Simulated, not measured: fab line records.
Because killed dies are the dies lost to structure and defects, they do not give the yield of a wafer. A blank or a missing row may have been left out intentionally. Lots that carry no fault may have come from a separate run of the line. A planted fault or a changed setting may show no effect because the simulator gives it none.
Split-lot trial + flow n5 finfet + 7 lots, 21 wafers read, on a route of 1938 steps

## ABOUT THE SPLIT
At N5_BEOL_M10_ETCH_62 (etches SOC in N2/H2, target depth 110 nm, overetch 22 nm, time 165 s), the setting time s was moved away from the recipe's 165 s on 4 of the 21 wafers read, by +5.6% to +12.8%. This setting was run at the recipe's value on the other wafers.

## FROM THE SPLIT TO THE READING: what the file shows between them, 2 steps
- N5_BEOL_M10_STRIP_68: strips in N2/H2
- N5_BEOL_M10_STRIP_67: strips in CF4

## THE READING
etch.depth nm (the simulator's own value, which no gauge read), in nm, at N5_BEOL_M10_HM_OPEN_17 (chemistry Cl2/BCl3, target TiN, target depth 20 nm, overetch 6 nm). No usual value for it is given in the file. Here, 17 wafers ran the recipe; their average is 20.01 nm with a standard deviation of 0.14 nm.

| wafer  | tool, chamber at the split | time s as run, s | against the recipe | etch.depth nm, nm | against lot-mates on the recipe |
|--------|----------------------------|------------------|--------------------|-------------------|---------------------------------|
| L074.1 | rie diel-06, 1,0,0         | 165              | recipe             | 20.13             | -                               |
| L074.3 | rie diel-06, 1,0,0         | 165              | recipe             | 19.95             | -                               |
| L074.5 | rie diel-06, 1,0,0         | 165              | recipe             | 19.84             | -                               |
| L080.2 | rie diel-01, 0             | 174.3            | +5.6%              | 19.29             | -0.59                           |
| L080.5 | rie diel-01, 1             | 165              | recipe             | 19.88             | -                               |
| L080.6 | rie diel-01, 0             | 174.3            | +5.6%              | 19.06             | -0.82                           |
| L083.1 | rie diel-03, 1,0           | 165              | recipe             | 20.43             | -                               |
| L083.2 | rie diel-03, 1,0           | 165              | recipe             | 20.14             | -                               |
| L083.5 | rie diel-03, 3             | 186.1            | +12.8%             | 18.33             | -1.96                           |
| L086.3 | rie diel-01, 3,2           | 165              | recipe             | 19.88             | -                               |
| L086.6 | rie diel-01, 3,2           | 165              | recipe             | 19.88             | -                               |
| L086.4 | rie diel-01, 0             | 182.7            | +10.7%             | 17.59             | -2.29                           |
| L091.1 | rie diel-01, 2,1,2         | 165              | recipe             | 20.1              | -                               |
| L091.2 | rie diel-01, 2,1,2         | 165              | recipe             | 20                | -                               |
| L091.5 | rie diel-01, 2,1,2         | 165              | recipe             | 19.96             | -                               |
| L093.3 | rie diel-06, 0,1,0         | 165              | recipe             | 19.94             | -                               |
| L093.5 | rie diel-06, 0,1,0         | 165              | recipe             | 19.95             | -                               |
| L093.6 | rie diel-06, 0,1,0         | 165              | recipe             | 20.01             | -                               |
| L097.3 | rie diel-03, 3,2,0         | 165              | recipe             | 20.02             | -                               |
| L097.4 | rie diel-03, 3,2,0         | 165              | recipe             | 20.06             | -                               |
| L097.6 | rie diel-03, 3,2,0         | 165              | recipe             | 19.99             | -                               |
The file does not say which wafer passed through which chamber wherever a row lists several chambers: such a row stands for several wafers.

FIT RESULTS
A straight line over all 21 wafers: etch.depth nm changes by -0.166 nm for each +1% of time s; r = -0.94; the points scatter about the line by 0.23 nm.
The same after taking each lot's own level away (the mean of its wafers on the recipe; 21 wafers): -0.169 nm for each +1%; r = -0.97; scatter 0.17 nm.
The reading moves by 2.2 nm for the largest change in time s, on that fit.
Measured against the standard deviation above, the lots' own levels, which go from 19.880 to 20.285 nm, span 3.0 times it.
Hence the lot-to-lot level has little effect on the slope; both slopes agree.
Check: with one of the wafers moved furthest among these (+12.8%) left out of the fit, the line predicts -2.34 nm for it against its lot-mates. It came out at -1.96 nm against them.

## THE OTHER SPLITS THESE WAFERS WENT THROUGH
These wafers also went through other splits before the reading. Each is held against what the fit with the lots' levels taken away leaves over:
| other split on the same wafers | wafers away from the commonest value | r with etch.depth nm (lot level and that fit taken away) |
|--------------------------------|--------------------------------------|----------------------------------------------------------|
| N5_BEOL_M9_DESCUM_16 time s    | 5                                    | -0.37                                                    |

## FILE'S OWN FIT
etch.depth nm changes by -0.173 nm for each +1% of time s, r = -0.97.
